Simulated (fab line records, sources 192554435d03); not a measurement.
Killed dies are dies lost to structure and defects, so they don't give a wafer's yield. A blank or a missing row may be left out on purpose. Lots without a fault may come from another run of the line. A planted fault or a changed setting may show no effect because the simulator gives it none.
fab line records | flow n5_finfet
record lots=9 wafers=27 last_day=19
route steps=1938 shown BEOL_M2@918 BEOL_M3@931 BEOL_M4@1111 PASSIVATION@1936
lots that met no fault: from a run of the same line without faults
start_h: hours from the record's first day to the start of the lot's first wafer shown | wait_h: hours since the lot's step before | " the same as in the row above | L1.1+2: a row that stands for several wafers | - no value, or no start given | * or withheld: withheld | < > ~ a bound
route shown NAME@n: a module of which the file shows steps, and the number in the route of the first | usual: mean/standard deviation of fault-free wafers | same: alike in all rows | chamber/n: place in a boat | sites: the reading at each site | _std_site: their standard deviation | _edge_site: outer sites' mean less inner sites' | radius_mm: how far each site lies from the wafer's centre | mask NAME#n: copy n | behind: the tool/chamber that last shaped the wafer | hold: why the lot was held/for how many hours/how that ended | device: the transistor (n, p or np) that didn't switch | end of line: the same wafers' tests at the end of the route | a step without rows: its recipe alone | killed: dies lost to structure and defects at the first sort, not the wafer's yield | map: a wafer's dies, x killed, . not, _ none there
set.NAME: the setting as run; set.NAME@STEP: as run at that earlier step | model.NAME: the simulator's own value behind a step, which no gauge read
steps of the route over a sample of lots; a table a step, a row a wafer
services: from which hour (start_h, from the record's first day; less than 0 if before it) a tool's chamber was out of use, for how many hours, and why
## steps
# step N5_BEOL_M2_SPUTTER_94
# recipe material=Cu target_thk_a=45 temp_c=-20 chamber_pressure_pa=0.07 power_w=withheld time_s=8.29
# usual susceptor_temp_C=-19.99/0.093 throttle_valve_pct=29.4/0.99
# columns lot.wafer tool chamber start_h wait_h susceptor_temp_C throttle_valve_pct
L476.1 pvd_sputter-02 - 158.89 0.1 -20.04 30.4
L476.2 " - " " -20.21 30.2
L476.6 " - " " -20.05 26.6
L479.2 pvd_sputter-01 - 164.58 0.1 -20.06 28.7
L479.3 " - " " -20.11 30.0
L479.5 " - " " -19.92 30.1
L480.3 pvd_sputter-01 - 167.10 0.1 -19.98 28.3
L480.4 " - " " -19.96 28.4
L480.6 " - " " -20.10 30.1
L488.2 pvd_sputter-02 - 227.54 0.1 -20.02 30.3
L488.3 " - " " -20.14 26.7
L488.4 " - " " -19.97 30.3
L490.1 pvd_sputter-03 - 238.72 0.1 -20.06 30.0
L490.3 " - " " -20.02 29.5
L490.5 " - " " -19.93 29.2
L493.2 pvd_sputter-03 - 240.56 0.1 -19.97 30.1
L493.4 " - " " -20.06 29.6
L493.5 " - " " -19.90 29.3
L494.1 pvd_sputter-02 - 258.52 0.1 -19.99 26.6
L494.2 " - " " -19.97 30.5
L494.3 " - " " -20.03 30.4
L496.2 pvd_sputter-03 - 293.77 0.1 -19.99 30.1
L496.3 " - " " -19.99 30.0
L496.4 " - " " -19.96 29.6
L497.3 pvd_sputter-01 - 293.89 0.1 -20.06 30.2
L497.4 " - " " -19.96 28.9
L497.5 " - " " -20.00 28.6
# step N5_BEOL_M2_SPUTTER_96
# recipe material=Cu target_thk_a=45 temp_c=-20 chamber_pressure_pa=0.07 power_w=withheld time_s=8.29
# usual susceptor_temp_C=-20.00/0.11 throttle_valve_pct=29.4/1
# columns lot.wafer tool chamber start_h wait_h susceptor_temp_C throttle_valve_pct
L476.1 pvd_sputter-02 - 159.11 0.1 -19.97 30.4
L476.2 " - " " -19.90 30.3
L476.6 " - " " -20.07 27.1
L479.2 pvd_sputter-01 - 164.80 0.1 -20.07 28.2
L479.3 " - " " -20.02 30.1
L479.5 " - " " -20.08 30.1
L480.3 pvd_sputter-01 - 167.32 0.1 -19.97 28.2
L480.4 " - " " -20.06 28.3
L480.6 " - " " -20.02 30.1
L488.2 pvd_sputter-02 - 227.76 0.1 -19.98 30.7
L488.3 " - " " -19.91 27.0
L488.4 " - " " -20.04 30.5
L490.1 pvd_sputter-03 - 238.94 0.1 -20.07 30.0
L490.3 " - " " -20.22 29.3
L490.5 " - " " -20.10 29.5
L493.2 pvd_sputter-03 - 240.78 0.1 -20.07 30.1
L493.4 " - " " -20.03 29.4
L493.5 " - " " -19.95 29.5
L494.1 pvd_sputter-02 - 258.74 0.1 -19.85 26.8
L494.2 " - " " -20.11 30.6
L494.3 " - " " -20.10 30.6
L496.2 pvd_sputter-03 - 293.99 0.1 -20.09 30.3
L496.3 " - " " -19.95 29.9
L496.4 " - " " -20.09 29.5
L497.3 pvd_sputter-01 - 294.11 0.1 -20.15 30.0
L497.4 " - " " -20.12 29.0
L497.5 " - " " -20.04 28.4
# step N5_BEOL_M2_INSPECT_59
# recipe inspect_instrument=darkfield mode=post_dep
# usual raw_defect_count=69/23
# columns lot.wafer tool chamber start_h wait_h raw_defect_count
L476.1 defect_inspect-02 - 160.25 0.0 79
L476.2 " - " " 115
L476.6 " - " " 66
L479.2 defect_inspect-02 - 165.87 0.0 46
L479.3 " - " " 65
L479.5 " - " " 56
L480.3 defect_inspect-02 - 168.44 0.0 65
L480.4 " - " " 59
L480.6 " - " " 63
L488.2 defect_inspect-02 - 228.87 0.0 97
L488.3 " - " " 113
L488.4 " - " " 104
L490.1 defect_inspect-01 - 240.06 0.0 40
L490.3 " - " " 65
L490.5 " - " " 38
L493.2 defect_inspect-01 - 241.92 0.0 81
L493.4 " - " " 75
L493.5 " - " " 94
L494.1 defect_inspect-01 - 259.85 0.0 63
L494.2 " - " " 42
L494.3 " - " " 49
L496.2 defect_inspect-01 - 295.26 0.0 71
L496.3 " - " " 78
L496.4 " - " " 67
L497.3 defect_inspect-01 - 295.37 0.0 69
L497.4 " - " " 90
L497.5 " - " " 61
# step N5_BEOL_M3_ILD_DEP_00
# recipe material=SiOC target_thk_a=790 temp_c=350 precursor=DEMS/O2 pressure_torr=5 rf_w=500 time_s=15.3
# usual chamber_pressure_Torr=5.000/0.0097 heater_power_w=488/69 rf_fwd_power_W=493.5/2.1 showerhead_plenum_p_Torr=5.687/0.016 susceptor_temp_C=349.98/0.19 throttle_valve_pct=12.1/0.65
# columns lot.wafer tool chamber start_h wait_h chamber_pressure_Torr heater_power_w rf_fwd_power_W showerhead_plenum_p_Torr since_wet_clean_h susceptor_temp_C throttle_valve_pct
L476.1 pecvd-01 2 160.29 0.0 4.993 640 495.0 5.688 291 350.18 11.4
L476.2 " 1 " " 5.013 562 493.0 5.702 1770 350.57 13.7
L476.6 " 0 " " 5.002 557 493.4 5.681 - 349.72 11.6
L479.2 pecvd-04 1 165.91 0.0 4.995 454 491.6 5.680 1957 349.68 12.0
L479.3 " 0 " " 4.998 472 492.0 5.665 1232 350.10 11.8
L479.5 " 0 " " 5.008 478 489.7 5.656 - 350.12 12.3
L480.3 pecvd-01 1 168.48 0.0 5.007 558 494.4 5.712 1779 350.07 13.4
L480.4 " 2 " " 4.992 582 494.0 5.684 - 349.79 11.6
L480.6 " 0 " " 4.995 517 492.0 5.692 - 349.75 11.3
L488.2 pecvd-04 2 228.91 0.0 4.997 413 493.5 5.703 541 350.13 12.2
L488.3 " 1 " " 5.005 385 492.2 5.671 2020 349.99 12.1
L488.4 " 1 " " 5.009 395 494.5 5.677 - 350.25 12.0
L490.1 pecvd-04 2 240.10 0.0 4.988 459 493.8 5.699 552 349.92 12.3
L490.3 " 0 " " 5.007 533 492.3 5.651 1306 349.97 12.0
L490.5 " 2 " " 4.981 475 496.4 5.683 - 350.08 12.2
L493.2 pecvd-02 0 241.96 0.0 5.007 408 496.0 5.685 765 349.73 12.1
L493.4 " 1 " " 5.011 442 492.8 5.687 - 349.95 11.6
L493.5 " 0 " " 5.001 420 498.5 5.683 - 349.86 12.4
L494.1 pecvd-02 1 259.88 0.0 5.000 491 492.7 5.691 1508 349.77 11.5
L494.2 " 0 " " 4.988 409 498.5 5.689 783 349.63 12.2
L494.3 " 2 " " 5.001 524 494.6 5.678 29 349.95 11.4
L496.2 pecvd-02 0 295.30 0.0 5.017 395 497.7 5.683 818 349.97 12.4
L496.3 " 1 " " 5.004 446 494.7 5.682 1543 350.01 11.5
L496.4 " 1 " " 5.006 458 494.9 5.683 - 349.98 11.6
L497.3 pecvd-02 0 295.40 0.0 5.008 404 496.5 5.676 818 350.04 12.3
L497.4 " 2 " " 4.990 499 496.4 5.686 - 349.97 11.4
L497.5 " 1 " " 5.002 481 493.1 5.679 - 350.02 11.9
# step N5_BEOL_M3_THK_MEAS_01
# recipe reads=SiOC_of_BEOL_M3_ILD_DEP_00
# usual M3_ILD_THK=79.1/0.92
# columns lot.wafer tool chamber start_h wait_h M3_ILD_THK[nm]
L476.1 film_metro-01 - 160.36 0.0 78.1
L476.2 " - " " 79.0
L476.6 " - " " 80.4
L479.2 film_metro-01 - 165.97 0.1 78.4
L479.3 " - " " 77.5
L479.5 " - " " 80.1
L480.3 film_metro-02 - 168.55 0.1 78.7
L480.4 " - " " 79.9
L480.6 " - " " 81.1
L488.2 film_metro-01 - 228.98 0.1 115.1
L488.3 " - " " 79.2
L488.4 " - " " 81.2
L490.1 film_metro-01 - 240.17 0.0 114.0
L490.3 " - " " 78.9
L490.5 " - " " 116.1
L493.2 film_metro-02 - 242.02 0.1 78.6
L493.4 " - " " 79.0
L493.5 " - " " 80.0
L494.1 film_metro-01 - 259.95 0.0 77.8
L494.2 " - " " 78.3
L494.3 " - " " 79.5
L496.2 film_metro-02 - 295.37 0.1 79.1
L496.3 " - " " 78.3
L496.4 " - " " 80.5
L497.3 film_metro-02 - 295.47 0.1 77.3
L497.4 " - " " 79.5
L497.5 " - " " 79.3
# step N5_BEOL_M4_RC_MEAS_101
# usual DIBL_N=36.8/1.9 DIBL_P=36.5/2.1 IOFF_N=0.17/0.038 IOFF_P=0.22/0.039 ION_N=675/12 ION_P=463/7.4 SS_N=71.6/0.71 SS_P=73.4/0.72 VT_N=249/3.3 VT_P=-250/3.3
# columns lot.wafer tool chamber start_h wait_h DIBL_N[mV/V] DIBL_P[mV/V] IOFF_N[nA/um] IOFF_P[nA/um] ION_N[uA/um] ION_P[uA/um] SS_N[mV/dec] SS_P[mV/dec] VT_N[mV] VT_P[mV]
L476.1 prober-01 0 176.42 0.0 34.7 34.3 0.12 0.16 657 453 71.0 72.6 251 -256
L476.2 " 0 " " 39.9 40.0 0.21 0.24 680 459 72.7 74.3 249 -252
L476.6 " 0 " " 35.7 34.5 0.12 0.16 656 450 70.9 72.9 252 -256
L479.2 prober-01 0 195.36 0.2 34.4 35.3 0.14 0.19 671 453 70.9 73.0 250 -252
L479.3 " 0 " " 33.6 34.6 0.13 0.18 657 455 71.0 72.9 252 -251
L479.5 " 0 " " 34.9 35.1 0.15 0.19 670 455 70.8 73.9 253 -251
L480.3 prober-01 0 197.22 0.3 34.9 33.1 0.12 0.15 653 449 71.0 72.1 254 -257
L480.4 " 0 " " 35.7 34.4 0.13 0.16 665 455 71.1 72.6 255 -255
L480.6 " 0 " " 32.1 30.7 0.10 0.13 645 447 70.5 72.0 255 -255
L488.3 prober-01 0 262.93 0.3 40.4 39.5 0.26 0.29 674 458 72.3 73.7 245 -247
L488.4 " 0 " " 34.9 35.6 0.14 0.21 678 480 70.3 72.1 250 -248
L490.3 prober-01 0 287.66 0.3 34.7 34.8 0.14 0.23 682 480 70.9 73.4 251 -248
L493.2 prober-02 0 292.74 0.2 36.2 35.5 0.13 0.18 676 461 71.8 73.3 253 -256
L493.4 " 0 " " 38.4 37.3 0.16 0.20 667 454 72.5 73.9 252 -251
L493.5 " 0 " " 34.2 32.5 0.11 0.14 673 456 71.4 72.3 254 -257
L494.1 prober-01 0 313.53 0.0 41.5 43.1 0.26 0.28 693 473 73.3 75.2 244 -251
L494.2 " 0 " " 37.3 37.8 0.15 0.19 673 458 71.5 74.0 253 -255
L494.3 " 0 " " 36.6 36.4 0.14 0.17 672 455 71.4 73.0 254 -256
L496.2 prober-02 0 330.36 0.2 34.5 33.5 0.12 0.15 681 463 70.7 72.4 252 -252
L496.3 " 0 " " 35.6 34.9 0.13 0.17 677 462 71.7 73.2 254 -253
L496.4 " 0 " " 36.0 35.2 0.15 0.17 676 456 72.1 73.9 250 -254
L497.3 prober-01 0 338.31 0.3 36.0 36.2 0.15 0.20 674 460 71.2 72.9 249 -252
L497.4 " 0 " " 39.1 39.6 0.19 0.25 679 459 72.2 74.1 246 -249
L497.5 " 0 " " 37.1 37.7 0.17 0.24 675 464 72.1 73.0 249 -252
# step N5_PASSIVATION_PROBE_49
# usual defect_limited_yield=91.3/1.4 killed_at_M0_to_M3=33/11 killed_at_M4_up=15/6.2 killed_at_contacts=13/6.5 killed_at_front_end=38/11 killed_at_other=3.4/2.6 killed_dies=102/17 killed_on_rim=13/4.1 killed_open=67/12 killed_short=34/7.9 sort_bin_4_leakage=0.00/0.022 sort_bin_5_function=5.1/0.88 sort_bin_6_memory=3.3/0.65 sort_bin_8_speed=0.00/0.0099 sort_n_pass=1078/17 sort_yield_pct=91.3/1.4
# same gross_dies=1180 killed_at_back_side=0
# columns lot.wafer tool chamber start_h wait_h defect_limited_yield[%] killed_at_M0_to_M3 killed_at_M4_up killed_at_contacts killed_at_front_end killed_at_other killed_dies killed_on_rim killed_open killed_short sort_bin_4_leakage[%] sort_bin_5_function[%] sort_bin_6_memory[%] sort_bin_8_speed[%] sort_n_pass sort_yield_pct[%]
L476.1 prober-01 - 273.66 0.0 91.5 19 8 26 46 1 100 9 61 39 0 5.4 2.8 0 1080 91.5
L476.2 prober-01 - 273.71 0.1 92.7 24 23 20 19 0 86 6 62 23 0 4.8 2.3 0 1094 92.7
L476.6 prober-01 - 273.91 0.3 93.1 14 9 29 30 0 82 16 55 27 0 4.5 2.3 0 1098 93.1
L479.2 prober-02 - 295.00 0.1 88.9 49 14 20 45 3 131 16 90 41 0 7.1 3.5 0 1049 88.9
L479.3 prober-02 - 295.05 0.1 89.1 43 23 15 43 5 129 14 85 43 0 6.4 4.2 0 1051 89.1
L479.5 prober-02 - 295.15 0.2 90.2 44 21 20 29 2 116 11 75 39 0 5.4 4.2 0 1064 90.2
L480.3 prober-02 - 310.72 0.1 88.6 73 15 13 30 3 134 17 84 47 0 6.6 4.3 0 1046 88.6
L480.4 prober-02 - 310.77 0.2 89.5 53 10 20 38 3 124 16 70 51 0 5.9 4.1 0 1056 89.5
L480.6 prober-02 - 310.87 0.3 92.6 33 12 8 30 4 87 9 61 25 0 4.2 2.9 0 1093 92.6
L488.2 prober-02 - 363.71 0.1 0 1123 11 11 34 1 1180 152 56 32 0 96.6 3.1 0 0 0
L488.3 prober-02 - 363.76 0.1 91.7 29 12 6 46 5 98 8 65 31 0 4.8 3.2 0 1082 91.7
L488.4 prober-02 - 363.81 0.2 90.8 30 3 4 71 1 109 17 65 43 0 4.8 3.5 0.08 1071 90.8
L490.1 prober-01 - 391.87 0.0 0 1125 13 8 33 1 1180 152 57 23 0 96.8 3.0 0 0 0
L490.3 prober-01 - 391.97 0.1 92.1 34 12 9 37 1 93 10 66 27 0 4.6 3.0 0 1087 92.1
L490.5 prober-01 - 392.07 0.2 0 1123 14 7 31 5 1180 152 64 25 0 96.0 3.7 0 0 0
L493.2 prober-02 - 392.57 0.1 91.3 27 21 9 42 4 103 7 73 26 0 4.7 3.6 0 1077 91.3
L493.4 prober-02 - 392.67 0.2 89.7 20 26 14 55 7 122 19 73 47 0 5.6 4.0 0 1058 89.7
L493.5 prober-02 - 392.72 0.2 90.8 23 21 23 41 0 108 10 81 27 0 5.2 3.8 0 1072 90.8
L494.1 prober-02 - 420.13 0.0 89.8 40 22 7 50 1 120 22 75 41 0.08 6.4 3.1 0 1059 89.7
L494.2 prober-02 - 420.18 0.1 90.3 34 20 9 47 4 114 11 66 46 0 6.1 3.1 0 1066 90.3
L494.3 prober-02 - 420.23 0.1 90.8 38 27 14 29 0 108 14 68 37 0 5.4 3.4 0 1072 90.8
L496.2 prober-02 - 434.81 0.8 93.1 31 11 4 25 11 82 8 44 36 0 4.8 1.9 0 1098 93.1
L496.3 prober-02 - 434.86 0.8 91.6 26 12 16 34 11 99 16 69 28 0 4.7 3.6 0 1081 91.6
L496.4 prober-02 - 434.91 0.9 91.6 16 17 25 34 7 99 9 64 32 0 5.9 1.7 0 1081 91.6
L497.3 prober-02 - 455.84 0.1 94.4 27 9 6 22 2 66 6 41 25 0 3.1 2.5 0 1114 94.4
L497.4 prober-02 - 455.89 0.2 93.6 26 14 4 31 1 76 5 52 24 0 3.7 2.6 0 1104 93.6
L497.5 prober-02 - 455.94 0.2 93.7 24 22 6 22 0 74 8 43 31 0 3.6 2.5 0 1106 93.7
# killed by level:class
L476.1 MOL_CONTACT_COAG:geometric_particle:open=20 FIN_SAQP:geometric_particle:short=13 ILD0:geometric_particle:short=6 MOL_CONTACT_COAG:geometric_particle:short=6 BEOL_M0_SAQP:geometric_particle:short=6 GATE_CUT:geometric_particle:open=5 BEOL_M4:geometric_particle:open=5 ILD0:geometric_particle:open=4
L476.2 BEOL_M4:geometric_particle:open=12 MOL_CONTACT_COAG:geometric_particle:open=10 MOL_CONTACT_COAG:geometric_particle:short=10 BEOL_M3:geometric_particle:open=8 FIN_SAQP:geometric_particle:open=5 STI_FIN_REVEAL:geometric_particle:open=5 BEOL_M0_SAQP:geometric_particle:open=5 FIN_SAQP:geometric_particle:short=3
L476.6 MOL_CONTACT_COAG:geometric_particle:open=19 MOL_CONTACT_COAG:geometric_particle:short=10 STI_FIN_REVEAL:geometric_particle:open=8 FIN_CUT:geometric_particle:open=4 STI_FIN_REVEAL:geometric_particle:short=4 BEOL_M4:geometric_particle:open=4 STARTING-WAFER:geometric_particle:open=4 BEOL_M2:geometric_particle:open=3
L479.2 MOL_CONTACT_COAG:geometric_particle:open=14 STI_FIN_REVEAL:geometric_particle:open=13 BEOL_M0_SAQP:geometric_particle:open=11 BEOL_M0_SAQP:geometric_particle:short=11 BEOL_M1:geometric_particle:open=9 BEOL_M2:geometric_particle:open=9 BEOL_M0:geometric_particle:open=6 BEOL_M4:geometric_particle:open=6
L479.3 FIN_SAQP:geometric_particle:short=11 MOL_CONTACT_COAG:geometric_particle:open=11 FIN_SAQP:geometric_particle:open=10 BEOL_M0_SAQP:geometric_particle:open=10 BEOL_M4:geometric_particle:open=9 BEOL_M0_SAQP:geometric_particle:short=9 BEOL_M1:geometric_particle:open=8 STI_FIN_REVEAL:geometric_particle:open=6
L479.5 MOL_CONTACT_COAG:geometric_particle:open=15 BEOL_M0_SAQP:geometric_particle:open=15 BEOL_M0_SAQP:geometric_particle:short=14 BEOL_M4:geometric_particle:open=8 FIN_SAQP:geometric_particle:short=7 BEOL_M3:geometric_particle:open=6 MOL_CONTACT_COAG:geometric_particle:short=5 DUMMY_GATE:geometric_particle:open=4
L480.3 BEOL_M0_SAQP:geometric_particle:open=19 BEOL_M0_SAQP:geometric_particle:short=14 BEOL_M2:geometric_particle:open=12 MOL_CONTACT_COAG:geometric_particle:open=11 BEOL_M1:geometric_particle:open=11 BEOL_M4:geometric_particle:short=7 BEOL_M3:geometric_particle:open=6 BEOL_M4:geometric_particle:open=6
L480.4 MOL_CONTACT_COAG:geometric_particle:open=18 BEOL_M2:geometric_particle:open=13 FIN_SAQP:geometric_particle:short=8 BEOL_M0_SAQP:geometric_particle:short=7 BEOL_M0_SAQP:geometric_particle:open=6 BEOL_M2:geometric_particle:short=6 STI_FIN_REVEAL:geometric_particle:open=5 GATE_CUT:geometric_particle:short=5
L480.6 STI_FIN_REVEAL:geometric_particle:open=12 BEOL_M0_SAQP:geometric_particle:short=9 MOL_CONTACT_COAG:geometric_particle:open=7 BEOL_M0_SAQP:geometric_particle:open=7 BEOL_M2:geometric_particle:open=6 BEOL_M4:geometric_particle:open=5 BEOL_M1:geometric_particle:open=4 FIN_SAQP:geometric_particle:short=3
L488.2 BEOL_M3:area_dep=1092 GATE_CUT:geometric_particle:short=9 MOL_CONTACT_COAG:geometric_particle:open=8 BEOL_M0_SAQP:geometric_particle:open=8 GATE_CUT:geometric_particle:open=6 BEOL_M1:geometric_particle:open=6 STI_FIN_REVEAL:geometric_particle:open=5 BEOL_M0_SAQP:geometric_particle:short=5
L488.3 GATE_CUT:geometric_particle:short=13 BEOL_M3:geometric_particle:open=9 FIN_SAQP:geometric_particle:short=8 FIN_SAQP:geometric_particle:open=7 GATE_CUT:geometric_particle:open=7 BEOL_M4:geometric_particle:open=7 BEOL_M1:geometric_particle:open=6 MOL_CONTACT_COAG:geometric_particle:open=5
L488.4 STI_FIN_REVEAL:geometric_particle:open=17 FIN_SAQP:geometric_particle:open=12 FIN_SAQP:geometric_particle:short=10 BEOL_M0_SAQP:geometric_particle:open=9 BEOL_M0_SAQP:geometric_particle:short=8 GATE_CUT:geometric_particle:short=7 GATE_CUT:geometric_particle:open=6 STI_FIN_REVEAL:geometric_particle:short=5
L490.1 BEOL_M3:area_dep=1100 STI_FIN_REVEAL:geometric_particle:open=10 FIN_SAQP:geometric_particle:open=7 MOL_CONTACT_COAG:geometric_particle:open=7 BEOL_M1:geometric_particle:open=5 BEOL_M2:geometric_particle:open=5 BEOL_M0_SAQP:geometric_particle:short=4 BEOL_M3:geometric_particle:open=4
L490.3 STI_FIN_REVEAL:geometric_particle:open=11 BEOL_M1:geometric_particle:open=11 MOL_CONTACT_COAG:geometric_particle:open=8 BEOL_M2:geometric_particle:open=8 BEOL_M2:geometric_particle:short=6 FIN_SAQP:geometric_particle:short=5 DUMMY_GATE:geometric_particle:open=5 BEOL_M1:geometric_particle:short=5
L490.5 BEOL_M3:area_dep=1091 BEOL_M0_SAQP:geometric_particle:open=8 BEOL_M1:geometric_particle:open=8 STARTING-WAFER:geometric_particle:open=7 MOL_CONTACT_COAG:geometric_particle:open=5 STI_FIN_REVEAL:geometric_particle:open=4 GATE_CUT:geometric_particle:short=4 BEOL_M1:geometric_particle:short=4
L493.2 BEOL_M2:geometric_particle:open=11 BEOL_M4:geometric_particle:open=11 STI_FIN_REVEAL:geometric_particle:open=8 BEOL_M0_SAQP:geometric_particle:open=7 GATE_CUT:geometric_particle:short=7 FIN_SAQP:geometric_particle:open=6 MOL_CONTACT_COAG:geometric_particle:open=6 BEOL_M0_SAQP:geometric_particle:short=4
L493.4 BEOL_M4:geometric_particle:open=16 FIN_SAQP:geometric_particle:short=12 MOL_CONTACT_COAG:geometric_particle:open=11 GATE_CUT:geometric_particle:short=10 FIN_SAQP:geometric_particle:open=8 STI_FIN_REVEAL:geometric_particle:open=7 BEOL_M0_SAQP:geometric_particle:short=5 BEOL_M2:geometric_particle:open=4
L493.5 MOL_CONTACT_COAG:geometric_particle:open=19 BEOL_M4:geometric_particle:open=16 FIN_SAQP:geometric_particle:open=11 GATE_CUT:geometric_particle:short=9 BEOL_M2:geometric_particle:open=9 STI_FIN_REVEAL:geometric_particle:open=7 STARTING-WAFER:geometric_particle:open=6 MOL_CONTACT_COAG:geometric_particle:short=4
L494.1 BEOL_M4:geometric_particle:open=15 GATE_CUT:geometric_particle:short=13 FIN_SAQP:geometric_particle:short=11 BEOL_M0_SAQP:geometric_particle:open=11 BEOL_M2:geometric_particle:open=9 DUMMY_GATE:geometric_particle:open=8 BEOL_M3:geometric_particle:open=7 FIN_SAQP:geometric_particle:open=6
L494.2 FIN_SAQP:geometric_particle:short=17 BEOL_M4:geometric_particle:open=11 BEOL_M3:geometric_particle:open=8 FIN_SAQP:geometric_particle:open=7 BEOL_M0_SAQP:geometric_particle:short=7 MOL_CONTACT_COAG:geometric_particle:open=7 GATE_CUT:geometric_particle:short=6 DUMMY_GATE:geometric_particle:open=6
L494.3 MOL_CONTACT_COAG:geometric_particle:open=12 BEOL_M0_SAQP:geometric_particle:short=11 BEOL_M2:geometric_particle:open=9 BEOL_M0_SAQP:geometric_particle:open=6 FIN_SAQP:geometric_particle:open=5 FIN_SAQP:geometric_particle:short=5 DUMMY_GATE:geometric_particle:open=5 BEOL_M4:geometric_particle:open=5
L496.2 BEOL_M0_SAQP:geometric_particle:short=12 STI_FIN_REVEAL:geometric_particle:open=7 BEOL_M0_SAQP:geometric_particle:open=6 BEOL_M4:geometric_particle:open=6 PASS1_CAP:geometric_particle:short=5 BEOL_M2:geometric_particle:open=5 STARTING-WAFER:geometric_particle:short=5 PASS1_CAP:geometric_particle:open=4
L496.3 MOL_CONTACT_COAG:geometric_particle:open=13 STI_FIN_REVEAL:geometric_particle:open=9 BEOL_M2:geometric_particle:open=9 FIN_SAQP:geometric_particle:short=8 BEOL_M4:geometric_particle:open=6 BEOL_M0_SAQP:geometric_particle:open=6 PASS1_CAP:geometric_particle:open=5 DUMMY_GATE:geometric_particle:open=3
L496.4 MOL_CONTACT_COAG:geometric_particle:open=20 STI_FIN_REVEAL:geometric_particle:open=11 BEOL_M4:geometric_particle:open=7 FIN_SAQP:geometric_particle:short=6 MOL_CONTACT_COAG:geometric_particle:short=5 PASS1_CAP:geometric_particle:short=4 STI_FIN_REVEAL:geometric_particle:short=3 BEOL_M0_SAQP:geometric_particle:open=3
L497.3 BEOL_M2:geometric_particle:open=7 GATE_CUT:geometric_particle:short=6 BEOL_M3:geometric_particle:open=6 BEOL_M1:geometric_particle:open=5 MOL_CONTACT_COAG:geometric_particle:open=4 FIN_SAQP:geometric_particle:open=3 BEOL_M0_SAQP:geometric_particle:short=3 BEOL_M4:geometric_particle:open=3
L497.4 BEOL_M1:geometric_particle:open=10 FIN_SAQP:geometric_particle:open=6 DUMMY_GATE:geometric_particle:open=6 STARTING-WAFER:geometric_particle:short=6 BEOL_M4:geometric_particle:open=4 BEOL_M3:geometric_particle:open=4 STARTING-WAFER:geometric_particle:open=4 DUMMY_GATE:geometric_particle:short=3
L497.5 BEOL_M4:geometric_particle:open=10 FIN_SAQP:geometric_particle:short=8 BEOL_M0_SAQP:geometric_particle:short=5 BEOL_M0_SAQP:geometric_particle:open=4 BEOL_M1:geometric_particle:open=4 BEOL_M3:geometric_particle:open=4 BEOL_M7:geometric_particle:open=4 GATE_CUT:geometric_particle:short=3
## services
# columns tool chamber start_h hours kind
pecvd-04 - 173.70 14.6 pm
pecvd-02 0 192.04 5.5 scheduled_down
pecvd-01 0 201.42 29.6 repair
pecvd-02 2 202.38 - clean
pecvd-02 2 202.38 - consumable_replace:showerhead
pecvd-02 2 202.38 29.0 scheduled_down
pecvd-02 2 202.38 29.0 vent_cycle
pecvd-02 2 238.08 2.1 scheduled_down
pecvd-02 - 247.82 2.8 pm
pecvd-02 0 251.36 2.1 scheduled_down
pecvd-04 1 254.16 2.1 scheduled_down
pecvd-01 1 276.42 5.0 repair
pecvd-01 2 281.28 2.1 scheduled_down
## key
first_sign step=N5_BEOL_M3_THK_MEAS_01 reading=M3_ILD_THK direction=up sigmas=39 usual=79.1 struck=115.1
effect step=N5_PASSIVATION_PROBE_49 reading=sort_bin_5_function direction=up sigmas=99+ usual=5.1 struck=96.5
more_kills_born_at N5_BEOL_M3_ILD_DEP_00@pecvd-04=3283
met_at N5_BEOL_M3_ILD_DEP_00
struck_lots L488,L490
struck_wafers L488.2,L490.1,L490.5
later_rows_left_out L488.2,L490.1,L490.5
not_acting_at N5_BEOL_M2_SPUTTER_94,N5_BEOL_M2_SPUTTER_96,N5_BEOL_M2_INSPECT_59
fault kind=process_parameter_drift tool=pecvd-04 chamber=2 onset_h=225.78 steps=N5_BEOL_M3_ILD_DEP_00 channel=time_s offset=* shape=step end_h=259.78 acts_in=* stated=*
# later_rows_left_out: the simulator's readings of these wafers behind a module that went badly wrong aren't trusted and aren't shown, but for the sort
